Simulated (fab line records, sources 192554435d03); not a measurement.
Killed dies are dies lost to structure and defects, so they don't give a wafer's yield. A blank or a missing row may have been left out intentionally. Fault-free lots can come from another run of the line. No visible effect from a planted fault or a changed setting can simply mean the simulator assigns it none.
Which tool did it? | flow n5-finfet | Sampling: 10 lots, 29 wafers, 6 of 1938 route steps

WHAT THE GAUGES READ, wafer by wafer
N5_FIN_SAQP_CD_MEAS_31 targets a cd of 8 nm. Usual: 8.11 nm for cd-nm, sd 0.22.
lot  | measured    | on        | cd-nm (nm)        | flag
L233 | day 2 02:35 | cd-sem-02 | 8.13 7.88 8.01    |
L234 | day 2 07:46 | cd-sem-01 | 8.13 8.15 8.29    |
L236 | day 2 20:02 | cd-sem-02 | 8.12 8.21 8.12    |
L237 | day 3 01:38 | cd-sem-01 | 7.85 7.93 8.13    |
L238 | day 3 07:04 | cd-sem-01 | 8.32 7.91         |
L240 | day 3 19:54 | cd-sem-03 | 8.11 8.17 8.10    |
L246 | day 5 10:01 | cd-sem-02 | 13.73 8.21 13.67  | OFF
L247 | day 5 13:48 | cd-sem-03 | 13.68 13.67 13.87 | OFF
L255 | day 7 14:33 | cd-sem-02 | 8.34 7.87 8.36    |
L256 | day 7 19:30 | cd-sem-03 | 8.13 8.37 8.21    |

N5_STI_FIN_REVEAL_CD_MEAS_22: target cd 6.238 nm, pitch 28 nm. Usual: 6.3 nm for cd-nm, sd 0.31.
lot  | measured    | on        | cd-nm (nm)     | flag
L233 | day 2 13:14 | cd-sem-03 | 6.6 6.3 6.0    |
L234 | day 2 19:10 | cd-sem-02 | 6.2 6.3 6.0    |
L236 | day 3 06:40 | cd-sem-02 | 6.3 6.3 6.4    |
L237 | day 3 12:38 | cd-sem-02 | 6.7 6.8 6.7    |
L238 | day 3 19:19 | cd-sem-02 | 6.2 5.6        |
L240 | day 4 07:22 | cd-sem-03 | 6.8 6.4 6.5    |
L246 | day 5 20:38 | cd-sem-02 | 11.7 6.0 12.0  | OFF
L247 | day 6 00:45 | cd-sem-03 | 12.2 12.1 12.2 | OFF
L255 | day 8 01:25 | cd-sem-02 | 6.1 6.3 6.1    |
L256 | day 8 07:07 | cd-sem-01 | 6.3 5.9 7.1    |

WHAT TOOL EACH LOT RAN ON (gives the tool, then ch and the chambers of the sampled wafers, and finally the start)
lot  | N5_FIN_SAQP_RECESS_75             | N5_FIN_SAQP_SPACER2_ALD_28       | N5_FIN_SAQP_HM_OPEN_33            | N5_FIN_SAQP_ETCH_64
L233 | vapor-etch-02 ch 0,1, day 1 23:27 | ald-sin-02 ch 1,3, day 2 02:03   | rie-diel-05 ch 1,3, day 2 02:37   | rie-si-01 ch 0,2,3, day 2 02:53
L234 | vapor-etch-02 ch 0,1, day 2 04:55 | ald-sin-02 ch 2,3, day 2 07:14   | rie-diel-05 ch 1,2,3, day 2 07:49 | rie-si-01 ch 0,1, day 2 08:04
L236 | vapor-etch-02 ch 0,1, day 2 17:11 | ald-sin-04 ch 0,2, day 2 19:31   | rie-diel-04 ch 1,3, day 2 20:05   | rie-si-04 ch 2,3, day 2 20:20
L237 | vapor-etch-02 ch 0,1, day 2 22:35 | ald-sin-01 ch 1,3, day 3 01:07   | rie-diel-04 ch 2,3, day 3 01:41   | rie-si-04 ch 0,3, day 3 01:57
L238 | vapor-etch-02 ch 0,1, day 3 04:16 | ald-sin-04 ch 1,2, day 3 06:32   | rie-diel-01 ch 1, day 3 07:06     | rie-si-01 ch 2,3, day 3 07:22
L240 | vapor-etch-02 ch 0,1, day 3 16:41 | ald-sin-02 ch 0,2,3, day 3 19:22 | rie-diel-01 ch 0,1, day 3 19:56   | rie-si-04 ch 0,2, day 3 20:13
L246 | vapor-etch-02 ch 0,1, day 5 05:46 | ald-sin-02 ch 0,2, day 5 09:14   | rie-diel-05 ch 1,2,3, day 5 10:09 | rie-si-01 ch 1,2,3, day 5 10:25
L247 | vapor-etch-01 ch 0,1, day 5 10:36 | ald-sin-02 ch 0,2,3, day 5 13:17 | rie-diel-05 ch 1,3, day 5 14:07   | rie-si-01 ch 0,1,3, day 5 14:22
L255 | vapor-etch-02 ch 0,1, day 7 11:40 | ald-sin-01 ch 0,2,3, day 7 13:52 | rie-diel-05 ch 1,2, day 7 14:35   | rie-si-03 ch 1,2, day 7 14:51
L256 | vapor-etch-01 ch 0,1, day 7 16:37 | ald-sin-04 ch 1,3, day 7 18:57   | rie-diel-04 ch 0,1, day 7 19:35   | rie-si-03 ch 0,1,3, day 7 19:51
- N5_FIN_SAQP_RECESS_75: chemistry HF/NH3, target SiO2, target depth 14.4 nm, afs cycles 3, sublimation time 60 s.
- N5_FIN_SAQP_SPACER2_ALD_28: deposits SiO2, target thk 8.1 nm, pulse time 1 s, purge time 2 s.
- N5_FIN_SAQP_HM_OPEN_33: chemistry CH3F/O2, target SiNx, target depth 49.4 nm, time 70.6 s.
- N5_FIN_SAQP_ETCH_64: etches SiO2 in CF4, target depth 1.5 nm.

WHAT THE TOOLS THEMSELVES READ (means of the sampled wafers that have a number; where no wafer has one, the mark that the record gives instead)
N5_FIN_SAQP_RECESS_75. Usual: 5.58 A for drypump-motor-current-A, sd 0.25.
lot  | tool          | drypump-motor-current-A (A) | flag
L233 | vapor-etch-02 | 5.59                        |
L234 | vapor-etch-02 | 5.69                        |
L236 | vapor-etch-02 | 5.59                        |
L237 | vapor-etch-02 | 5.60                        |
L238 | vapor-etch-02 | 5.64                        |
L240 | vapor-etch-02 | 5.60                        |
L246 | vapor-etch-02 | 5.67                        |
L247 | vapor-etch-01 | 5.55                        |
L255 | vapor-etch-02 | 5.59                        |
L256 | vapor-etch-01 | 5.54                        |

N5_FIN_SAQP_SPACER2_ALD_28. Usual: heater-power-w 449 W, standard deviation 43; precursor-pulse-height-rel 1.001, standard deviation 0.02.
lot  | tool       | heater-power-w (W) | precursor-pulse-height-rel | flag
L233 | ald-sin-02 | 410                | 1.001                      |
L234 | ald-sin-02 | 419                | 1.029                      |
L236 | ald-sin-04 | 483                | 1.018                      |
L237 | ald-sin-01 | 412                | 0.999                      |
L238 | ald-sin-04 | 457                | 0.976                      |
L240 | ald-sin-02 | 434                | 0.984                      |
L246 | ald-sin-02 | 458                | 1.003                      |
L247 | ald-sin-02 | 427                | 1.005                      |
L255 | ald-sin-01 | 487                | 0.996                      |
L256 | ald-sin-04 | 436                | 1.007                      |

N5_FIN_SAQP_HM_OPEN_33. Usual: CH3F_flow_sccm 30.01 sccm, standard deviation 0.095; drypump-motor-current-A 5.3 A, standard deviation 0.47; etch-rf-on-time-s 70.0 s, standard deviation 1.8; oes-product-au 0.63 a.u., standard deviation 0.059; rf-vpp-V 299 V, standard deviation 9.3; showerhead-plenum-p-Torr 1.97 Torr, standard deviation 0.071; throttle-valve-pct 16.34 %, standard deviation 0.27.
lot  | tool        | CH3F_flow_sccm (sccm) | drypump-motor-current-A (A) | etch-rf-on-time-s (s) | oes-product-au (a.u.) | rf-vpp-V (V) | showerhead-plenum-p-Torr (Torr) | throttle-valve-pct (%) | flag
L233 | rie-diel-05 | 29.98                 | 5.9                         | 72.4                  | 0.67                  | 296          | 1.94                            | 16.36                  |
L234 | rie-diel-05 | 29.99                 | 5.5                         | 69.0                  | 0.71                  | 296          | 1.97                            | 16.18                  |
L236 | rie-diel-04 | 29.92                 | 5.1                         | 69.7                  | 0.62                  | 311          | 2.03                            | 16.49                  |
L237 | rie-diel-04 | 29.96                 | 5.1                         | 69.1                  | 0.63                  | 297          | 1.98                            | 16.22                  |
L238 | rie-diel-01 | 29.99                 | 4.7                         | 70.0                  | 0.65                  | 287          | 2.08                            | 16.40                  |
L240 | rie-diel-01 | 29.95                 | 4.8                         | 69.0                  | 0.61                  | 304          | 2.01                            | 16.47                  |
L246 | rie-diel-05 | 30.04                 | 5.5                         | 69.8                  | 0.68                  | 295          | 1.96                            | 16.24                  |
L247 | rie-diel-05 | 30.03                 | 5.4                         | 68.2                  | 0.65                  | 291          | 1.92                            | 16.42                  |
L255 | rie-diel-05 | 30.00                 | 5.6                         | 69.7                  | 0.69                  | 299          | 1.99                            | 16.10                  |
L256 | rie-diel-04 | 30.04                 | 5.4                         | 72.1                  | 0.57                  | 302          | 1.94                            | 16.62                  |

N5_FIN_SAQP_ETCH_64. Usual: drypump-motor-current-A 5.9 A, standard deviation 0.34; oes-product-au 1.007 a.u., standard deviation 0.022; throttle-valve-pct 21.8 %, standard deviation 0.38.
lot  | tool      | drypump-motor-current-A (A) | oes-product-au (a.u.) | throttle-valve-pct (%) | flag
L233 | rie-si-01 | 6.0                         | 1.028                 | 22.2                   |
L234 | rie-si-01 | 5.9                         | 1.029                 | 21.5                   |
L236 | rie-si-04 | 5.6                         | 0.985                 | 21.8                   |
L237 | rie-si-04 | 6.1                         | 1.014                 | 22.0                   |
L238 | rie-si-01 | 6.2                         | 1.020                 | 22.1                   |
L240 | rie-si-04 | 6.0                         | 1.007                 | 22.0                   |
L246 | rie-si-01 | 6.1                         | 1.021                 | 21.8                   |
L247 | rie-si-01 | 5.9                         | 1.025                 | 22.0                   |
L255 | rie-si-03 | 5.9                         | 0.978                 | 21.5                   |
L256 | rie-si-03 | 5.9                         | 0.979                 | 21.7                   |

THE ANSWER, worked out from the rows above alone
Rule: a lot is off if the mean of its wafers that have a number lies more than 3 standard deviations from the usual mean. A lot without any number at a reading at which 4 lots or more have one is off too. The other lots that the step has rows for count as sound. After the gauges, taken in route order, come the tools' own readings; for these a lot's mean is taken, as printed above. At the first step where some lot is off, the reading lying furthest off is the one used; lots without a number count as furthest.
Off, at N5_FIN_SAQP_CD_MEAS_31 on cd-nm: L246, L247.
A tool fits if, at a process step before that reading, it ran every lot that is off, and no sound lot after the first of them. Those tools and the gauges at N5_FIN_SAQP_CD_MEAS_31 are tried in the same way. One candidate fits, namely ald-sin-02 at N5_FIN_SAQP_SPACER2_ALD_28. Its last sound lot is L240 (day 3 19:22), its first lot that is off L246 (day 5 09:14): a fault that began between those two fits.

WHAT THE SIMULATOR PUT IN
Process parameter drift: ald-sin-02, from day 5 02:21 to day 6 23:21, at N5_FIN_SAQP_SPACER2_ALD_28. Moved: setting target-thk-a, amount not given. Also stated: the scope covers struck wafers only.
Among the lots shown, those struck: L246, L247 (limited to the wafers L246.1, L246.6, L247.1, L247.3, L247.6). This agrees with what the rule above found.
